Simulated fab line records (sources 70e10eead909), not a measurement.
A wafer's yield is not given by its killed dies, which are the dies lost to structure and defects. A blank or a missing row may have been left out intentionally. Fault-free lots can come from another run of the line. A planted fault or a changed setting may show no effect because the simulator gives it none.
One fault seen from 3 desks || flow nand-harc || every desk sees just its own numbers, and what lay behind them comes last

## THE DEFECT DESK
Counts from the inspections along the route, per lot, as means over the sampled wafers that have a number. The brackets show how far a lot's mean lies from the usual mean; more than 4 standard deviations puts the lot out of limits, marked OUT.
Columns: A = raw-defect-count at NHARC_A_CHANNEL_HOLE_D2_INSPECT_40, usual 289
{"lot": "L699", "first seen here": "day 13 07:30", "A": 254}
{"lot": "L701", "first seen here": "day 14 02:27", "A": 286}
{"lot": "L702", "first seen here": "day 14 17:03", "A": 189}
{"lot": "L703", "first seen here": "day 15 03:36", "A": 317}
{"lot": "L706", "first seen here": "day 15 18:43", "A": 183}
{"lot": "L709", "first seen here": "day 17 16:37", "A": 219}
{"lot": "L711", "first seen here": "day 18 05:34", "A": 334}
{"lot": "L717", "first seen here": "day 20 14:11", "A": "966 (+7.7) OUT"}
{"lot": "L718", "first seen here": "day 21 06:59", "A": "1038 (+8.5) OUT"}
{"lot": "L719", "first seen here": "day 21 22:11", "A": "975 (+7.8) OUT"}
{"lot": "L720", "first seen here": "day 22 08:19", "A": 178}
{"lot": "L722", "first seen here": "day 23 07:17", "A": 156}
Finding of this desk: L717, L718, L719 out of limits; the first was L717 at day 20 14:11, on raw-defect-count at NHARC_A_CHANNEL_HOLE_D2_INSPECT_40. L699, L701, L702, L703, L706, L709, L711, L720, L722 stayed within limits.

## DESK OF THE TOOL OWNER: har-etch-01
The tool's own readings at NHARC_A_CHANNEL_HOLE_D2_ETCH_24 (etches the open film in C4F8/O2/Ar, time 906.2 s, target depth 1500 nm): means of the sampled wafers that have a number, for each lot that ran on this tool. The brackets show how far a lot's mean lies from the usual mean; more than 4 standard deviations puts the lot out of limits, marked OUT.
Columns: A = drypump-motor-current-A at NHARC_A_CHANNEL_HOLE_D2_ETCH_24, usual 5.5 A; B = showerhead-plenum-p-Torr at NHARC_A_CHANNEL_HOLE_D2_ETCH_24, usual 3.66 Torr; C = throttle-valve-pct at NHARC_A_CHANNEL_HOLE_D2_ETCH_24, usual 32.237 %
{"lot": "L699", "first seen here": "day 13 03:54", "A": 5.2, "B": 3.65, "C": 32.238}
{"lot": "L702", "first seen here": "day 14 13:36", "A": 5.6, "B": 3.61, "C": 32.237}
{"lot": "L703", "first seen here": "day 15 00:01", "A": 5.6, "B": 3.61, "C": 32.243}
{"lot": "L717", "first seen here": "day 20 10:35", "A": 5.7, "B": 3.57, "C": 32.245}
{"lot": "L718", "first seen here": "day 21 03:40", "A": 5.6, "B": 3.56, "C": 32.242}
{"lot": "L719", "first seen here": "day 21 18:37", "A": 5.2, "B": 3.59, "C": 32.237}
This desk's finding: nothing out of limits on any of the 6 lots.

## METROLOGY DESK
Lot by lot, what the gauges showed, no matter which tool ran the lot: averages of those sampled wafers that carry a number. The brackets show how far a lot's mean lies from the usual mean; more than 4 standard deviations puts the lot out of limits, marked OUT.
Columns: A = cd-nm at NHARC_A_CHANNEL_HOLE_D2_CD_MEAS_18, usual 98.8 nm
{"lot": "L699", "first seen here": "day 13 01:41", "A": 102.0}
{"lot": "L701", "first seen here": "day 13 20:37", "A": 97.9}
{"lot": "L702", "first seen here": "day 14 11:16", "A": 96.3}
{"lot": "L703", "first seen here": "day 14 19:37", "A": 100.1}
{"lot": "L706", "first seen here": "day 15 12:57", "A": 98.9}
{"lot": "L709", "first seen here": "day 17 09:25", "A": 100.3}
{"lot": "L711", "first seen here": "day 17 23:48", "A": 99.7}
{"lot": "L717", "first seen here": "day 20 05:47", "A": 98.1}
{"lot": "L718", "first seen here": "day 21 01:13", "A": 100.0}
{"lot": "L719", "first seen here": "day 21 16:25", "A": 96.1}
{"lot": "L720", "first seen here": "day 22 01:32", "A": 98.8}
{"lot": "L722", "first seen here": "day 23 01:29", "A": 98.4}
This desk's finding: nothing out of limits on any of the 12 lots.

## PUT TOGETHER
The defect desk could have raised an alarm at day 20 14:11, on L717, L718, L719.
The desk of the tool owner found nothing out of limits.
Metrology desk: nothing out of limits seen.
The tool owner's desk has L717, L718, L719 on record, within its limits.
The metrology desk holds a record of L717, L718, L719, inside its limits.
All the named lots went through NHARC_A_CHANNEL_HOLE_D2_ETCH_24 on har-etch-01.

## WHAT THE SIMULATOR PUT IN
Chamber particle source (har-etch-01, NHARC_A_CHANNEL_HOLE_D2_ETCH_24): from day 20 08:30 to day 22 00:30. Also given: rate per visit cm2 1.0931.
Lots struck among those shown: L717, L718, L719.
Hours from the fault's start to each desk's first reading out of limits: the defect desk, 6.
